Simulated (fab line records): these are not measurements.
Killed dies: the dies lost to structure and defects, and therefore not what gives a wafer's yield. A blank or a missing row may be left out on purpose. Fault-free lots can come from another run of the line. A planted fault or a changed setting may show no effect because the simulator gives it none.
fab line records | flow n5Finfet | part 1 of 2: steps 1 to 4 of 6
record lots=21 | wafers=63 | lastDay=18
route steps=1938 shown DUMMY_GATE@235 SD_EPI_N@272
lots untouched by any fault: they come from a run of this same line in which no faults occurred
startH: the number of hours between the record's first day and the start of the first shown wafer of the lot | waitH: how many hours have passed since the lot's step before this one | " the same as in the row above | L1.1+2: several wafers, shown together as one row | - value missing, or start not given | * or withheld: withheld | < > ~ a bound
route shown NAME@n: a module of which the file shows steps, and the number in the route of the first | usual: mean/standard deviation taken from wafers without a fault | same: alike in all rows | chamber/n: place in a boat | sites: readings site by site | _std_site: the values' standard deviation | _edge_site: outer sites' mean less inner sites' | radiusMm: how far each site lies from the wafer's centre | mask NAME#n: copy n | behind: the most recent tool/chamber to have shaped the wafer | hold: cause of the lot's hold/its duration in hours/its outcome | device: whichever transistor did not switch (one of n, p or np) | end of line: the route-end tests of the same wafers | for a step that has no rows: nothing shown but its recipe | killed: dies that structure and defects cost at the first sort, which is not the same as the wafer's yield | map: a wafer's dies, x killed, . not, _ none there
set.NAME: setting as actually run; set.NAME@STEP: the setting as run at that earlier step | model.NAME: the simulator's own value behind a step, which no gauge read
route steps across a sampled set of lots; one table per step, one row per wafer
services: the hour from which a tool's chamber was out of use, counted from the record's first day as startH (under 0 if before that day), plus the number of hours and why
## steps
# step N5_DUMMY_GATE_ETCH_29
# recipe chemistry=N2/H2 | target=underlayer | targetDepthA=130 | ionEnergyEv=200 | pressureMtorr=30 | sourceW=840 | biasW=150 | n2FlowSccm=200 | h2FlowSccm=200
# usual drypumpMotorCurrentA=5.8/0.5 | oesProductAu=0.74/0.037 | rfVppV=525.1/2.4 | showerheadPlenumPTorr=2.59/0.087 | throttleValvePct=17.96/0.26
lot.wafer | tool       | chamber | startH | waitH | drypumpMotorCurrentA | oesProductAu | rfHoursCounterH | rfVppV | showerheadPlenumPTorr | throttleValvePct
L074.1    | rieDiel-05 | 2       | 46.92  | 0.0   | 6.4                  | 0.76         | 161             | 526.3  | 2.66                  | 17.90
L074.2    | "          | 1       | "      | "     | 5.1                  | 0.73         | 150             | 527.4  | 2.67                  | 18.17
L074.5    | "          | 1       | "      | "     | 5.1                  | 0.73         | -               | 525.0  | 2.67                  | 18.17
L075.3    | rieDiel-03 | 3       | 52.37  | 0.0   | 5.9                  | 0.71         | 179             | 526.8  | 2.66                  | 18.52
L075.4    | "          | 2       | "      | "     | 5.6                  | 0.82         | 62              | 525.5  | 2.60                  | 18.11
L075.5    | "          | 2       | "      | "     | 5.6                  | 0.82         | -               | 526.3  | 2.59                  | 18.13
L076.1    | rieDiel-06 | 0       | 57.55  | 0.0   | 5.7                  | 0.72         | 162             | 526.9  | 2.64                  | 17.75
L076.2    | "          | 1       | "      | "     | 5.7                  | 0.72         | 166             | 525.7  | 2.63                  | 17.61
L076.3    | "          | 2       | "      | "     | 6.7                  | 0.81         | 98              | 521.4  | 2.47                  | 17.92
L077.3    | rieDiel-05 | 1       | 64.38  | 0.0   | 5.1                  | 0.74         | 154             | 524.6  | 2.67                  | 18.18
L077.4    | "          | 0       | "      | "     | 5.3                  | 0.81         | 125             | 526.8  | 2.65                  | 17.58
L077.5    | "          | 1       | "      | "     | 5.1                  | 0.73         | -               | 528.3  | 2.67                  | 18.19
L079.2    | rieDiel-05 | 2       | 75.98  | 0.0   | 6.4                  | 0.76         | 169             | 527.9  | 2.66                  | 17.92
L079.3    | "          | 1       | "      | "     | 5.1                  | 0.73         | 158             | 527.5  | 2.67                  | 18.18
L079.4    | "          | 0       | "      | "     | 5.3                  | 0.80         | 129             | 527.7  | 2.65                  | 17.54
L080.2    | rieDiel-05 | 0       | 81.01  | 0.0   | 5.3                  | 0.79         | 130             | 526.4  | 2.65                  | 17.56
L080.3    | "          | 2       | "      | "     | 6.3                  | 0.75         | 170             | 525.8  | 2.66                  | 17.93
L080.4    | "          | 3       | "      | "     | 6.0                  | 0.72         | 197             | 524.6  | 2.53                  | 18.09
L081.1    | rieDiel-06 | 3       | 88.26  | 0.0   | 5.2                  | 0.77         | 176             | 520.2  | 2.42                  | 17.76
L081.3    | "          | 0       | "      | "     | 5.7                  | 0.71         | 172             | 526.5  | 2.64                  | 17.76
L081.6    | "          | 3       | "      | "     | 5.2                  | 0.77         | -               | 521.6  | 2.42                  | 17.78
L082.1    | rieDiel-03 | 2       | 97.75  | 0.0   | 5.6                  | 0.80         | 76              | 524.3  | 2.59                  | 18.13
L082.3    | "          | 0       | "      | "     | 5.9                  | 0.73         | 160             | 526.7  | 2.66                  | 18.04
L082.4    | "          | 1       | "      | "     | 6.4                  | 0.69         | 219             | 526.2  | 2.65                  | 18.22
L083.2    | rieDiel-06 | 1       | 101.41 | 0.0   | 5.7                  | 0.71         | 179             | 526.9  | 2.63                  | 17.61
L083.3    | "          | 2       | "      | "     | 6.7                  | 0.79         | 110             | 521.5  | 2.46                  | 17.93
L083.6    | "          | 3       | "      | "     | 5.2                  | 0.76         | -               | 520.4  | 2.41                  | 17.76
L084.3    | rieDiel-06 | 3       | 106.75 | 0.0   | 5.2                  | 0.76         | 181             | 518.6  | 2.41                  | 17.76
L084.5    | "          | 0       | "      | "     | 5.7                  | 0.72         | -               | 526.9  | 2.64                  | 17.78
L084.6    | "          | 3       | "      | "     | 5.2                  | 0.75         | -               | 520.2  | 2.41                  | 17.75
L085.1    | rieDiel-06 | 2       | 113.97 | 0.0   | 6.7                  | 0.80         | 114             | 522.5  | 2.46                  | 17.95
L085.2    | "          | 0       | "      | "     | 5.7                  | 0.71         | 181             | 526.5  | 2.64                  | 17.80
L085.6    | "          | 2       | "      | "     | 6.7                  | 0.80         | -               | 521.8  | 2.46                  | 17.95
L086.3    | rieDiel-03 | 3       | 122.33 | 0.0   | 5.9                  | 0.69         | 201             | 526.4  | 2.65                  | 18.56
L086.4    | "          | 0       | "      | "     | 5.9                  | 0.73         | 167             | 526.5  | 2.66                  | 18.05
L086.5    | "          | 2       | "      | "     | 5.7                  | 0.78         | -               | 526.5  | 2.59                  | 18.15
L087.3    | rieDiel-03 | 1       | 126.46 | 0.0   | 6.4                  | 0.68         | 229             | 525.9  | 2.64                  | 18.24
L087.4    | "          | 2       | "      | "     | 5.6                  | 0.79         | 86              | 524.4  | 2.58                  | 18.14
L087.5    | "          | 0       | "      | "     | 5.9                  | 0.73         | -               | 527.6  | 2.66                  | 18.06
L088.1    | rieDiel-05 | 0       | 132.21 | 0.0   | 5.3                  | 0.80         | 142             | 526.0  | 2.64                  | 17.57
L088.2    | "          | 2       | "      | "     | 6.4                  | 0.74         | 187             | 525.2  | 2.65                  | 17.94
L088.5    | "          | 1       | "      | "     | 5.1                  | 0.71         | -               | 526.6  | 2.66                  | 18.21
L089.2    | rieDiel-06 | 1       | 137.35 | 0.0   | 5.7                  | 0.71         | 191             | 526.3  | 2.62                  | 17.64
L089.5    | "          | 1       | "      | "     | 5.7                  | 0.71         | -               | 524.9  | 2.62                  | 17.65
L089.6    | "          | 2       | "      | "     | 6.7                  | 0.79         | -               | 521.4  | 2.46                  | 17.95
L090.4    | rieDiel-06 | 1       | 142.40 | 0.0   | 5.7                  | 0.71         | 193             | 525.9  | 2.62                  | 17.65
L090.5    | "          | 1       | "      | "     | 5.7                  | 0.70         | -               | 526.8  | 2.62                  | 17.64
L090.6    | "          | 2       | "      | "     | 6.7                  | 0.79         | -               | 522.1  | 2.45                  | 17.96
L091.1    | rieDiel-03 | 3       | 148.66 | 0.0   | 5.9                  | 0.69         | 211             | 526.8  | 2.65                  | 18.58
L091.3    | "          | 2       | "      | "     | 5.7                  | 0.77         | 95              | 524.7  | 2.58                  | 18.18
L091.6    | "          | 3       | "      | "     | 5.9                  | 0.69         | -               | 527.1  | 2.65                  | 18.56
L092.1    | rieDiel-06 | 1       | 154.70 | 0.0   | 5.7                  | 0.71         | 195             | 526.0  | 2.62                  | 17.68
L092.2    | "          | 0       | "      | "     | 5.7                  | 0.71         | 188             | 526.9  | 2.63                  | 17.81
L092.5    | "          | 1       | "      | "     | 5.7                  | 0.70         | -               | 525.4  | 2.62                  | 17.66
L093.1    | rieDiel-03 | 2       | 163.35 | 0.0   | 5.7                  | 0.77         | 101             | 526.0  | 2.58                  | 18.18
L093.4    | "          | 3       | "      | "     | 5.9                  | 0.68         | -               | 524.9  | 2.65                  | 18.58
L093.5    | "          | 2       | "      | "     | 5.6                  | 0.76         | -               | 524.7  | 2.58                  | 18.15
L094.2    | rieDiel-05 | 1       | 165.11 | 0.0   | 5.1                  | 0.69         | 186             | 526.1  | 2.66                  | 18.21
L094.3    | "          | 2       | "      | "     | 6.3                  | 0.74         | 198             | 526.7  | 2.64                  | 17.99
L094.4    | "          | 0       | "      | "     | 5.3                  | 0.79         | 152             | 527.1  | 2.64                  | 17.60
L097.2    | rieDiel-05 | 1       | 183.36 | 0.0   | 5.1                  | 0.70         | 191             | 526.2  | 2.66                  | 18.24
L097.4    | "          | 0       | "      | "     | 5.3                  | 0.78         | 156             | 526.9  | 2.64                  | 17.59
L097.5    | "          | 2       | "      | "     | 6.3                  | 0.73         | -               | 526.4  | 2.64                  | 17.97
# step N5_DUMMY_GATE_HM_OPEN_21
# recipe chemistry=CH3F/O2 | target=SiNx | targetDepthA=1200 | Ar_flow_sccm=150 | CH3F_flow_sccm=30 | O2_flow_sccm=23 | timeS=171.4 | pressureMtorr=30 | sourceW=395 | biasW=73 | ionEnergyEv=120.7
# usual drypumpMotorCurrentA=5.8/0.43 | oesProductAu=0.73/0.04 | rfVppV=301/9.4 | showerheadPlenumPTorr=2.07/0.048 | throttleValvePct=16.57/0.19
lot.wafer | tool       | chamber | startH | waitH | drypumpMotorCurrentA | oesProductAu | rfHoursCounterH | rfVppV | showerheadPlenumPTorr | throttleValvePct
L074.1    | rieDiel-03 | 1       | 47.54  | 0.0   | 6.5                  | 0.70         | 204             | 293    | 2.10                  | 16.66
L074.2    | "          | 0       | "      | "     | 5.9                  | 0.75         | 146             | 320    | 2.12                  | 16.47
L074.5    | "          | 0       | "      | "     | 5.9                  | 0.75         | -               | 319    | 2.12                  | 16.47
L075.3    | rieDiel-06 | 3       | 53.00  | 0.0   | 5.2                  | 0.76         | 166             | 297    | 1.94                  | 16.51
L075.4    | "          | 0       | "      | "     | 5.8                  | 0.73         | 162             | 308    | 2.08                  | 16.22
L075.5    | "          | 0       | "      | "     | 5.8                  | 0.73         | -               | 310    | 2.08                  | 16.20
L076.1    | rieDiel-05 | 2       | 58.14  | 0.0   | 6.4                  | 0.75         | 163             | 300    | 2.11                  | 16.34
L076.2    | "          | 0       | "      | "     | 5.3                  | 0.79         | 122             | 301    | 2.12                  | 16.20
L076.3    | "          | 1       | "      | "     | 5.1                  | 0.73         | 153             | 305    | 2.12                  | 16.66
L077.3    | rieDiel-03 | 0       | 64.82  | 0.0   | 5.9                  | 0.74         | 151             | 319    | 2.11                  | 16.49
L077.4    | "          | 3       | "      | "     | 5.9                  | 0.71         | 183             | 291    | 2.10                  | 16.83
L077.5    | "          | 2       | "      | "     | 5.6                  | 0.82         | -               | 288    | 2.05                  | 16.62
L079.2    | rieDiel-03 | 3       | 76.66  | 0.0   | 5.9                  | 0.70         | 186             | 291    | 2.10                  | 16.83
L079.3    | "          | 2       | "      | "     | 5.6                  | 0.81         | 70              | 290    | 2.05                  | 16.62
L079.4    | "          | 0       | "      | "     | 5.9                  | 0.74         | 154             | 317    | 2.11                  | 16.48
L080.2    | rieDiel-05 | 1       | 81.46  | 0.0   | 5.1                  | 0.73         | 160             | 305    | 2.12                  | 16.65
L080.3    | "          | 0       | "      | "     | 5.3                  | 0.78         | 130             | 299    | 2.11                  | 16.22
L080.4    | "          | 3       | "      | "     | 6.0                  | 0.70         | 197             | 310    | 2.03                  | 16.67
L081.1    | rieDiel-03 | 3       | 88.70  | 0.0   | 5.9                  | 0.70         | 190             | 291    | 2.10                  | 16.85
L081.3    | "          | 2       | "      | "     | 5.7                  | 0.81         | 74              | 289    | 2.05                  | 16.62
L081.6    | "          | 2       | "      | "     | 5.6                  | 0.81         | -               | 289    | 2.05                  | 16.63
L082.1    | rieDiel-03 | 1       | 98.19  | 0.0   | 6.4                  | 0.68         | 219             | 294    | 2.09                  | 16.70
L082.3    | "          | 3       | "      | "     | 5.8                  | 0.69         | 192             | 292    | 2.10                  | 16.86
L082.4    | "          | 0       | "      | "     | 5.9                  | 0.73         | 160             | 318    | 2.11                  | 16.51
L083.2    | rieDiel-06 | 2       | 101.97 | 0.0   | 6.7                  | 0.81         | 110             | 311    | 1.97                  | 16.51
L083.3    | "          | 1       | "      | "     | 5.7                  | 0.72         | 179             | 294    | 2.12                  | 16.39
L083.6    | "          | 3       | "      | "     | 5.2                  | 0.75         | -               | 296    | 1.93                  | 16.52
L084.3    | rieDiel-03 | 0       | 107.20 | 0.0   | 5.9                  | 0.74         | 162             | 319    | 2.11                  | 16.51
L084.5    | "          | 2       | "      | "     | 5.6                  | 0.80         | -               | 290    | 2.05                  | 16.61
L084.6    | "          | 1       | "      | "     | 6.4                  | 0.69         | -               | 294    | 2.09                  | 16.70
L085.1    | rieDiel-05 | 1       | 114.59 | 0.0   | 5.1                  | 0.71         | 170             | 303    | 2.11                  | 16.69
L085.2    | "          | 0       | "      | "     | 5.3                  | 0.77         | 139             | 300    | 2.11                  | 16.25
L085.6    | "          | 2       | "      | "     | 6.3                  | 0.74         | -               | 300    | 2.10                  | 16.38
L086.3    | rieDiel-05 | 1       | 122.80 | 0.0   | 5.1                  | 0.71         | 172             | 306    | 2.11                  | 16.68
L086.4    | "          | 2       | "      | "     | 6.4                  | 0.74         | 183             | 300    | 2.10                  | 16.37
L086.5    | "          | 0       | "      | "     | 5.3                  | 0.77         | -               | 300    | 2.11                  | 16.22
L087.3    | rieDiel-05 | 1       | 126.95 | 0.0   | 5.1                  | 0.71         | 174             | 304    | 2.11                  | 16.70
L087.4    | "          | 2       | "      | "     | 6.4                  | 0.74         | -               | 301    | 2.10                  | 16.39
L087.5    | "          | 1       | "      | "     | 5.1                  | 0.71         | -               | 306    | 2.11                  | 16.70
L088.1    | rieDiel-03 | 0       | 132.66 | 0.0   | 5.9                  | 0.72         | 170             | 317    | 2.11                  | 16.50
L088.2    | "          | 2       | "      | "     | 5.6                  | 0.80         | 88              | 289    | 2.05                  | 16.66
L088.5    | "          | 0       | "      | "     | 5.9                  | 0.71         | -               | 317    | 2.11                  | 16.51
L089.2    | rieDiel-03 | 2       | 137.83 | 0.0   | 5.7                  | 0.78         | 90              | 288    | 2.05                  | 16.66
L089.5    | "          | 3       | "      | "     | 5.9                  | 0.69         | -               | 291    | 2.10                  | 16.89
L089.6    | "          | 0       | "      | "     | 5.9                  | 0.72         | -               | 318    | 2.11                  | 16.52
L090.4    | rieDiel-06 | 2       | 142.84 | 0.0   | 6.7                  | 0.79         | 123             | 310    | 1.96                  | 16.53
L090.5    | "          | 0       | "      | "     | 5.7                  | 0.71         | -               | 310    | 2.07                  | 16.26
L090.6    | "          | 1       | "      | "     | 5.7                  | 0.69         | -               | 298    | 2.11                  | 16.41
L091.1    | rieDiel-03 | 2       | 149.10 | 0.0   | 5.7                  | 0.79         | 95              | 288    | 2.05                  | 16.67
L091.3    | "          | 3       | "      | "     | 5.9                  | 0.69         | 211             | 291    | 2.09                  | 16.88
L091.6    | "          | 2       | "      | "     | 5.6                  | 0.77         | -               | 288    | 2.05                  | 16.67
L092.1    | rieDiel-05 | 2       | 155.15 | 0.0   | 6.3                  | 0.74         | 194             | 299    | 2.10                  | 16.40
L092.2    | "          | 3       | "      | "     | 6.1                  | 0.68         | 217             | 307    | 2.02                  | 16.70
L092.5    | "          | 3       | "      | "     | 6.1                  | 0.68         | -               | 309    | 2.02                  | 16.71
L093.1    | rieDiel-03 | 0       | 163.79 | 0.0   | 5.9                  | 0.71         | 183             | 317    | 2.10                  | 16.53
L093.4    | "          | 3       | "      | "     | 5.9                  | 0.67         | -               | 290    | 2.09                  | 16.90
L093.5    | "          | 2       | "      | "     | 5.6                  | 0.77         | -               | 289    | 2.04                  | 16.68
L094.2    | rieDiel-03 | 3       | 165.55 | 0.0   | 5.9                  | 0.68         | 218             | 292    | 2.09                  | 16.89
L094.3    | "          | 0       | "      | "     | 5.9                  | 0.71         | 184             | 318    | 2.10                  | 16.54
L094.4    | "          | 2       | "      | "     | 5.6                  | 0.76         | -               | 289    | 2.04                  | 16.69
L097.2    | rieDiel-05 | 0       | 183.80 | 0.0   | 5.3                  | 0.76         | 156             | 299    | 2.10                  | 16.27
L097.4    | "          | 2       | "      | "     | 6.4                  | 0.74         | 203             | 299    | 2.10                  | 16.43
L097.5    | "          | 0       | "      | "     | 5.3                  | 0.76         | -               | 301    | 2.10                  | 16.27
# step N5_SD_EPI_N_INSPECT_11
# recipe mode=adi | inspectInstrument=macro
# usual rawDefectCount=2.0/1.4
lot.wafer | tool             | chamber | startH | waitH | rawDefectCount
L074.1    | defectInspect-02 | -       | 49.24  | 0.0   | 1
L074.2    | "                | -       | "      | "     | 0
L074.5    | "                | -       | "      | "     | 2
L075.3    | defectInspect-01 | -       | 54.57  | 0.0   | 1
L075.4    | "                | -       | "      | "     | 0
L075.5    | "                | -       | "      | "     | 0
L076.1    | defectInspect-02 | -       | 59.81  | 0.0   | 2
L076.2    | "                | -       | "      | "     | 2
L076.3    | "                | -       | "      | "     | 2
L077.3    | defectInspect-01 | -       | 66.66  | 0.0   | 3
L077.4    | "                | -       | "      | "     | 2
L077.5    | "                | -       | "      | "     | 3
L079.2    | defectInspect-01 | -       | 79.53  | 0.0   | 2
L079.3    | "                | -       | "      | "     | 3
L079.4    | "                | -       | "      | "     | 0
L080.2    | defectInspect-01 | -       | 83.03  | 0.0   | 1
L080.3    | "                | -       | "      | "     | 4
L080.4    | "                | -       | "      | "     | 4
L081.1    | defectInspect-02 | -       | 90.54  | 0.0   | 2
L081.3    | "                | -       | "      | "     | 3
L081.6    | "                | -       | "      | "     | 4
L082.1    | defectInspect-02 | -       | 100.31 | 0.0   | 2
L082.3    | "                | -       | "      | "     | 4
L082.4    | "                | -       | "      | "     | 3
L083.2    | defectInspect-01 | -       | 103.82 | 0.0   | 2
L083.3    | "                | -       | "      | "     | 4
L083.6    | "                | -       | "      | "     | 4
L084.3    | defectInspect-01 | -       | 109.06 | 0.0   | 0
L084.5    | "                | -       | "      | "     | 4
L084.6    | "                | -       | "      | "     | 5
L085.1    | defectInspect-02 | -       | 116.19 | 0.0   | 3
L085.2    | "                | -       | "      | "     | 3
L085.6    | "                | -       | "      | "     | 4
L086.3    | defectInspect-02 | -       | 124.44 | 0.0   | 3
L086.4    | "                | -       | "      | "     | 4
L086.5    | "                | -       | "      | "     | 0
L087.3    | defectInspect-01 | -       | 129.27 | 0.0   | 2
L087.4    | "                | -       | "      | "     | 3
L087.5    | "                | -       | "      | "     | 4
L088.1    | defectInspect-01 | -       | 134.23 | 0.0   | 2
L088.2    | "                | -       | "      | "     | 2
L088.5    | "                | -       | "      | "     | 1
L089.2    | defectInspect-01 | -       | 139.41 | 0.0   | 1
L089.5    | "                | -       | "      | "     | 3
L089.6    | "                | -       | "      | "     | 2
L090.4    | defectInspect-01 | -       | 144.75 | 0.0   | 0
L090.5    | "                | -       | "      | "     | 5
L090.6    | "                | -       | "      | "     | 2
L091.1    | defectInspect-02 | -       | 150.81 | 0.0   | 0
L091.3    | "                | -       | "      | "     | 4
L091.6    | "                | -       | "      | "     | 0
L092.1    | defectInspect-01 | -       | 156.72 | 0.0   | 1
L092.2    | "                | -       | "      | "     | 0
L092.5    | "                | -       | "      | "     | 2
L093.1    | defectInspect-01 | -       | 165.50 | 0.0   | 1
L093.4    | "                | -       | "      | "     | 2
L093.5    | "                | -       | "      | "     | 0
L094.2    | defectInspect-02 | -       | 168.11 | 0.0   | 0
L094.3    | "                | -       | "      | "     | 2
L094.4    | "                | -       | "      | "     | 1
L097.2    | defectInspect-02 | -       | 186.33 | 0.0   | 1
L097.4    | "                | -       | "      | "     | 4
L097.5    | "                | -       | "      | "     | 3
# step N5_SD_EPI_N_ETCH_34
# recipe chemistry=CF4 | target=SiARC | targetDepthA=455 | maskMaterial=CAR-ArF-block | timeS=75.8 | ionEnergyEv=80 | pressureMtorr=40 | sourceW=545 | biasW=36 | Ar_flow_sccm=100 | cf4FlowSccm=100 | ends=cleared
# usual drypumpMotorCurrentA=5.5/0.43 | etchRfOnTimeS=75.3/2.5 | oesProductAu=0.67/0.085 | rfVppV=184.3/1.2 | showerheadPlenumPTorr=2.16/0.064 | throttleValvePct=15.6/0.36
lot.wafer | tool       | chamber | startH | waitH | drypumpMotorCurrentA | etchRfOnTimeS | oesProductAu | rfHoursCounterH | rfVppV | showerheadPlenumPTorr | throttleValvePct
L074.1    | rieDiel-02 | 0       | 49.31  | 0.0   | 6.2                  | 73.2          | 0.62         | 226             | 182.9  | 2.11                  | 16.2
L074.2    | "          | 2       | "      | "     | 6.2                  | 80.6          | 0.57         | 234             | 182.6  | 2.13                  | 15.6
L074.5    | "          | 2       | "      | "     | 6.2                  | 81.0          | 0.56         | -               | 184.2  | 2.13                  | 15.6
L075.3    | rieDiel-01 | 1       | 54.68  | 0.0   | 5.5                  | 79.0          | 0.59         | 216             | 185.7  | 2.20                  | 15.4
L075.4    | "          | 3       | "      | "     | 4.8                  | 75.5          | 0.72         | 47              | 183.1  | 2.17                  | 15.0
L075.5    | "          | 2       | "      | "     | 5.6                  | 76.6          | 0.60         | -               | 183.6  | 2.20                  | 15.8
L076.1    | rieDiel-04 | 1       | 59.88  | 0.0   | 5.2                  | 73.0          | 0.60         | 233             | 184.0  | 2.04                  | 15.9
L076.2    | "          | 2       | "      | "     | 5.0                  | 76.4          | 0.78         | 11              | 184.0  | 2.18                  | 15.1
L076.3    | "          | 0       | "      | "     | 5.9                  | 77.6          | 0.59         | 209             | 185.0  | 2.13                  | 15.9
L077.3    | rieDiel-02 | 3       | 66.75  | 0.0   | 6.1                  | 80.1          | 0.62         | 155             | 183.7  | 2.13                  | 15.7
L077.4    | "          | 0       | "      | "     | 6.2                  | 74.6          | 0.60         | 233             | 182.7  | 2.11                  | 16.1
L077.5    | "          | 3       | "      | "     | 6.1                  | 79.7          | 0.62         | -               | 183.5  | 2.13                  | 15.7
L079.2    | rieDiel-04 | 3       | 79.60  | 0.0   | 5.6                  | 72.7          | 0.63         | 208             | 185.0  | 2.22                  | 15.8
L079.3    | "          | 1       | "      | "     | 5.1                  | 73.9          | 0.59         | 241             | 182.4  | 2.04                  | 15.9
L079.4    | "          | 2       | "      | "     | 5.0                  | 75.8          | 0.76         | 19              | 185.4  | 2.18                  | 15.1
L080.2    | rieDiel-04 | 0       | 83.14  | 0.0   | 5.9                  | 76.6          | 0.60         | 217             | 183.3  | 2.12                  | 16.0
L080.3    | "          | 2       | "      | "     | 4.9                  | 75.2          | 0.78         | 20              | 183.8  | 2.18                  | 15.1
L080.4    | "          | 3       | "      | "     | 5.6                  | 71.3          | 0.64         | 209             | 184.8  | 2.22                  | 15.8
L081.1    | rieDiel-02 | 2       | 90.61  | 0.0   | 6.2                  | 79.5          | 0.56         | 249             | 183.0  | 2.12                  | 15.6
L081.3    | "          | 1       | "      | "     | 5.4                  | 75.7          | 0.73         | 45              | 182.4  | 2.08                  | 15.1
L081.6    | "          | 3       | "      | "     | 6.1                  | 79.1          | 0.62         | -               | 183.0  | 2.13                  | 15.7
L082.1    | rieDiel-04 | 3       | 100.38 | 0.0   | 5.6                  | 71.7          | 0.62         | 216             | 184.2  | 2.22                  | 15.9
L082.3    | "          | 2       | "      | "     | 5.0                  | 74.7          | 0.76         | 21              | 183.8  | 2.18                  | 15.1
L082.4    | "          | 1       | "      | "     | 5.1                  | 74.2          | 0.59         | 249             | 182.4  | 2.04                  | 15.9
L083.2    | rieDiel-02 | 0       | 103.88 | 0.0   | 6.2                  | 73.0          | 0.60         | 247             | 182.8  | 2.10                  | 16.2
L083.3    | "          | 3       | "      | "     | 6.1                  | 78.0          | 0.62         | 168             | 184.4  | 2.13                  | 15.7
L083.6    | "          | 0       | "      | "     | 6.2                  | 73.2          | 0.60         | -               | 183.6  | 2.10                  | 16.2
L084.3    | rieDiel-02 | 0       | 109.17 | 0.0   | 6.2                  | 73.5          | 0.60         | 250             | 183.7  | 2.10                  | 16.2
L084.5    | "          | 1       | "      | "     | 5.4                  | 75.8          | 0.72         | -               | 182.1  | 2.08                  | 15.1
L084.6    | "          | 3       | "      | "     | 6.1                  | 78.8          | 0.61         | -               | 183.5  | 2.13                  | 15.7
L085.1    | rieDiel-04 | 3       | 116.26 | 0.0   | 5.6                  | 70.3          | 0.63         | 224             | 184.0  | 2.21                  | 15.9
L085.2    | "          | 2       | "      | "     | 5.0                  | 74.5          | 0.75         | 30              | 183.8  | 2.17                  | 15.1
L085.6    | "          | 3       | "      | "     | 5.6                  | 70.8          | 0.62         | -               | 186.0  | 2.21                  | 15.9
L086.3    | rieDiel-04 | 1       | 124.51 | 0.0   | 5.2                  | 76.4          | 0.83         | 3               | 185.1  | 2.29                  | 15.3
L086.4    | "          | 3       | "      | "     | 5.6                  | 71.3          | 0.62         | 227             | 185.3  | 2.21                  | 15.9
L086.5    | "          | 1       | "      | "     | 5.2                  | 75.8          | 0.83         | -               | 185.2  | 2.29                  | 15.3
L087.3    | rieDiel-04 | 2       | 129.34 | 0.0   | 5.0                  | 75.5          | 0.74         | 33              | 183.6  | 2.17                  | 15.1
L087.4    | "          | 3       | "      | "     | 5.6                  | 71.6          | 0.62         | 229             | 186.3  | 2.21                  | 15.9
L087.5    | "          | 2       | "      | "     | 4.9                  | 75.8          | 0.74         | -               | 184.6  | 2.17                  | 15.1
L088.1    | rieDiel-04 | 1       | 134.30 | 0.0   | 5.2                  | 75.8          | 0.82         | 6               | 186.1  | 2.29                  | 15.3
L088.2    | "          | 3       | "      | "     | 5.6                  | 71.3          | 0.62         | 231             | 184.2  | 2.21                  | 15.9
L088.5    | "          | 1       | "      | "     | 5.2                  | 76.4          | 0.81         | -               | 185.1  | 2.29                  | 15.3
L089.2    | rieDiel-04 | 2       | 139.48 | 0.0   | 5.0                  | 75.0          | 0.74         | 38              | 184.5  | 2.17                  | 15.1
L089.5    | "          | 1       | "      | "     | 5.2                  | 75.4          | 0.82         | -               | 185.8  | 2.29                  | 15.4
L089.6    | "          | 0       | "      | "     | 5.8                  | 77.2          | 0.57         | -               | 184.2  | 2.12                  | 16.0
L090.4    | rieDiel-04 | 3       | 144.82 | 0.0   | 5.6                  | 71.7          | 0.62         | 235             | 185.7  | 2.21                  | 15.9
L090.5    | "          | 3       | "      | "     | 5.6                  | 71.1          | 0.61         | -               | 186.3  | 2.21                  | 15.9
L090.6    | "          | 2       | "      | "     | 4.9                  | 74.8          | 0.74         | -               | 183.2  | 2.17                  | 15.2
L091.1    | rieDiel-01 | 2       | 151.18 | 0.0   | 5.6                  | 73.4          | 0.79         | 16              | 185.7  | 2.19                  | 15.4
L091.3    | "          | 0       | "      | "     | 5.6                  | 77.2          | 0.61         | 165             | 185.4  | 2.23                  | 15.6
L091.6    | "          | 3       | "      | "     | 4.8                  | 75.6          | 0.68         | -               | 184.5  | 2.15                  | 15.1
L092.1    | rieDiel-04 | 1       | 156.79 | 0.0   | 5.2                  | 74.9          | 0.80         | 13              | 186.2  | 2.29                  | 15.4
L092.2    | "          | 0       | "      | "     | 5.8                  | 77.6          | 0.57         | 247             | 181.1  | 2.11                  | 16.0
L092.5    | "          | 1       | "      | "     | 5.2                  | 74.8          | 0.80         | -               | 186.3  | 2.29                  | 15.4
L093.1    | rieDiel-04 | 3       | 165.56 | 0.0   | 5.6                  | 72.2          | 0.61         | 243             | 185.0  | 2.21                  | 15.9
L093.4    | "          | 2       | "      | "     | 5.0                  | 74.7          | 0.73         | -               | 183.9  | 2.17                  | 15.2
L093.5    | "          | 1       | "      | "     | 5.2                  | 75.5          | 0.79         | -               | 185.2  | 2.28                  | 15.4
L094.2    | rieDiel-01 | 2       | 168.18 | 0.0   | 5.6                  | 73.4          | 0.77         | 22              | 187.3  | 2.19                  | 15.4
L094.3    | "          | 0       | "      | "     | 5.6                  | 77.1          | 0.62         | 171             | 187.3  | 2.23                  | 15.6
L094.4    | "          | 1       | "      | "     | 5.5                  | 78.6          | 0.79         | 4               | 184.8  | 2.19                  | 15.0
L097.2    | rieDiel-04 | 1       | 186.40 | 0.0   | 5.2                  | 74.9          | 0.78         | 23              | 185.3  | 2.28                  | 15.4
L097.4    | "          | 2       | "      | "     | 5.0                  | 75.3          | 0.71         | -               | 185.5  | 2.16                  | 15.2
L097.5    | "          | 0       | "      | "     | 5.9                  | 76.1          | 0.81         | -               | 183.3  | 2.11                  | 15.5
